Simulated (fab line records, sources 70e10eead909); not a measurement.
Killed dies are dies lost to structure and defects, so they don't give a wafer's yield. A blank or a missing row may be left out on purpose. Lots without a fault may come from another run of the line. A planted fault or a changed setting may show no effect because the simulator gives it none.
Which tool did it? | flow nand_harc | 11 lots, 33 wafers sampled, at 4 steps of a route of 1302

WHAT THE GAUGES READ, wafer by wafer
NHARC_P_GATE_CD_MEAS_91: target cd 2000 nm.
lot  | measured     | on        | cd_nm (nm)
L848 | day 5 17:30  | cd_sem-03 | 1999.3 1999.5 1999.4
L850 | day 6 12:59  | cd_sem-03 | 2002.7 2001.9 2001.7
L849 | day 6 13:30  | cd_sem-02 | 2001.1 2000.5 2000.9
L851 | day 7 01:43  | cd_sem-03 | 2001.5 2001.9 1999.6
L856 | day 9 02:39  | cd_sem-03 | 1998.0 1998.1 1998.0
L857 | day 9 13:38  | cd_sem-02 | 2002.1 2000.1 2002.8
L858 | day 10 05:14 | cd_sem-02 | 1986.9 1984.8 1986.0 1987.1 1985.3 1986.4
L859 | day 10 05:49 | cd_sem-03 | 2000.9 2001.2 2001.3
L867 | day 13 12:04 | cd_sem-01 | 2002.5 1998.0 1999.2
L868 | day 14 10:58 | cd_sem-02 | 1999.8 2001.5 2000.8
L870 | day 15 00:32 | cd_sem-02 | 2000.1 1999.0 2003.2

WHICH TOOL RAN EACH LOT (tool, then ch and the chambers of the sampled wafers, then the start)
lot  | NHARC_P_GATE_ETCHBACK_37                      | NHARC_P_GATE_STRIP_76                | NHARC_P_GATE_EXPOSE_88
L848 | rie_diel-05 ch 0,2,3, day 5 16:43 or earlier  | plasma_asher-02 ch 0,1, day 5 16:43  | krf_scanner-04 ch 0, day 5 17:20
L850 | rie_diel-03 ch 0,2,3, day 6 12:10 or earlier  | plasma_asher-01 ch 0,1, day 6 12:10  | krf_scanner-01 ch 0, day 6 12:50
L849 | rie_diel-06 ch 0,1,3, day 6 12:36 or earlier  | plasma_asher-02 ch 0,1, day 6 12:36  | krf_scanner-04 ch 0, day 6 13:21
L851 | rie_diel-05 ch 0,1,2, day 7 00:56 or earlier  | plasma_asher-01 ch 0,1, day 7 00:56  | krf_scanner-04 ch 0, day 7 01:34
L856 | rie_diel-05 ch 0,1,2, day 9 01:44 or earlier  | plasma_asher-01 ch 0,1, day 9 01:44  | krf_scanner-02 ch 0, day 9 02:30
L857 | rie_diel-06 ch 1,2,3, day 9 12:44 or earlier  | plasma_asher-01 ch 0,1, day 9 12:44  | krf_scanner-01 ch 0, day 9 13:29
L858 | rie_diel-05 ch 0,1,3, day 10 04:19 or earlier | plasma_asher-02 ch 0,1, day 10 04:19 | krf_scanner-04 ch 0, day 10 05:05
L859 | rie_diel-06 ch 0,2, day 10 05:02 or earlier   | plasma_asher-01 ch 0,1, day 10 05:02 | krf_scanner-04 ch 0, day 10 05:40
L867 | rie_diel-03 ch 1,2,3, day 13 11:08 or earlier | plasma_asher-01 ch 0,1, day 13 11:08 | krf_scanner-01 ch 0, day 13 11:54
L868 | rie_diel-03 ch 1,3, day 14 10:03 or earlier   | plasma_asher-01 ch 1, day 14 10:03   | krf_scanner-04 ch 0, day 14 10:49
L870 | rie_diel-05 ch 1,2, day 14 23:37 or earlier   | plasma_asher-02 ch 0,1, day 14 23:37 | krf_scanner-04 ch 0, day 15 00:23
- NHARC_P_GATE_ETCHBACK_37: etches the open film in CHF3/O2, target depth 34.5 nm, time 17.2 s.
- NHARC_P_GATE_STRIP_76: strips in O2.
- NHARC_P_GATE_EXPOSE_88: exposes mask P HVN, target cd 2000 nm.

WHAT THE TOOLS THEMSELVES READ (means of the sampled wafers that have a number; where no wafer has one, the mark that the record gives instead)
NHARC_P_GATE_ETCHBACK_37.
lot  | tool        | bias_w (W) | chf3_flow_sccm (sccm) | drypump_motor_current_A (A) | oes_product_au (a.u.) | rf_vpp_V (V) | showerhead_plenum_p_Torr (Torr) | throttle_valve_pct (%)
L848 | rie_diel-05 | 200.4      | 49.84                 | 5.6                         | 0.93                  | 372.2        | 2.44                            | 20.581
L850 | rie_diel-03 | 199.4      | 50.16                 | 5.8                         | 0.93                  | 367.7        | 2.29                            | 20.561
L849 | rie_diel-06 | 199.9      | 49.92                 | 5.8                         | 0.93                  | 371.5        | 2.43                            | 20.567
L851 | rie_diel-05 | 199.9      | 50.05                 | 5.5                         | 0.93                  | 372.6        | 2.51                            | 20.564
L856 | rie_diel-05 | 199.6      | 50.07                 | 5.4                         | 0.95                  | 372.9        | 2.50                            | 20.572
L857 | rie_diel-06 | 200.0      | 50.08                 | 5.6                         | 0.92                  | 370.5        | 2.43                            | 20.583
L858 | rie_diel-05 | 200.6      | 50.11                 | 5.5                         | 0.92                  | 370.5        | 2.40                            | 20.571
L859 | rie_diel-06 | 199.9      | 50.04                 | 5.2                         | 0.94                  | 367.5        | 2.26                            | 20.571
L867 | rie_diel-03 | 199.5      | 50.11                 | 5.8                         | 1.01                  | 368.1        | 2.31                            | 20.579
L868 | rie_diel-03 | 200.3      | 49.87                 | 5.7                         | 0.93                  | 369.6        | 2.33                            | 20.572
L870 | rie_diel-05 | 200.9      | 50.04                 | 5.7                         | 0.92                  | 373.2        | 2.50                            | 20.579

NHARC_P_GATE_STRIP_76.
lot  | tool            | drypump_motor_current_A (A) | heater_power_w (W)
L848 | plasma_asher-02 | 6.16                        | 290
L850 | plasma_asher-01 | 6.07                        | 315
L849 | plasma_asher-02 | 6.14                        | 287
L851 | plasma_asher-01 | 6.08                        | 313
L856 | plasma_asher-01 | 6.13                        | 299
L857 | plasma_asher-01 | 6.13                        | 297
L858 | plasma_asher-02 | 5.94                        | 285
L859 | plasma_asher-01 | 6.10                        | 307
L867 | plasma_asher-01 | 6.11                        | 301
L868 | plasma_asher-01 | 6.15                        | 283
L870 | plasma_asher-02 | 5.94                        | 284

NHARC_P_GATE_EXPOSE_88.
lot  | tool           | exposure_dose_mJ_cm2 | stage_vel_mm_s (mm/s)
L848 | krf_scanner-04 | 11.878               | 500.01
L850 | krf_scanner-01 | 11.863               | 499.56
L849 | krf_scanner-04 | 11.857               | 500.25
L851 | krf_scanner-04 | 11.881               | 499.77
L856 | krf_scanner-02 | 11.875               | 500.26
L857 | krf_scanner-01 | 11.871               | 499.82
L858 | krf_scanner-04 | 11.883               | 500.13
L859 | krf_scanner-04 | 11.882               | 500.08
L867 | krf_scanner-01 | 11.880               | 500.10
L868 | krf_scanner-04 | 11.872               | 499.61
L870 | krf_scanner-04 | 11.882               | 500.08

THE ANSWER, worked out from the rows above alone
Rule: what is usual is taken from the lots themselves. Put in order of their means at a reading, lots are off if they are a third of the lots or fewer, leave a main group of 4 or more, and stand apart from it by a gap of 3 or more times the standard deviation of the main group's means; of several such gaps the widest counts. A main group whose means are all the same, to the digits that the tables above print for the reading, isn't used. A lot without any number at a reading at which 4 lots or more have one is off too. The other lots that the step has rows for count as sound. The gauges are gone through in route order, then the tools' own readings, and for those a lot's mean is taken as printed above. The first step at which some lot is off is used, and at that step the reading that is off furthest; a lot without a number counts as furthest.
Off: L858, at NHARC_P_GATE_CD_MEAS_91 (cd_nm). The main group: mean 2000.6 nm, standard deviation 1.1.
A tool fits if, at a process step before that reading, it ran every lot that is off, and no sound lot after the first of them. The gauges at NHARC_P_GATE_CD_MEAS_91 aren't tried: what is off there is off at NHARC_P_GATE_STRIP_76 too, on other tools, and a gauge's error can't cause that. NHARC_P_GATE_ETCHBACK_37 gives no start for some lots, so the hours and the order of its lots are those of NHARC_P_GATE_STRIP_76. None of those tried fits.

WHAT THE SIMULATOR HAD PUT IN
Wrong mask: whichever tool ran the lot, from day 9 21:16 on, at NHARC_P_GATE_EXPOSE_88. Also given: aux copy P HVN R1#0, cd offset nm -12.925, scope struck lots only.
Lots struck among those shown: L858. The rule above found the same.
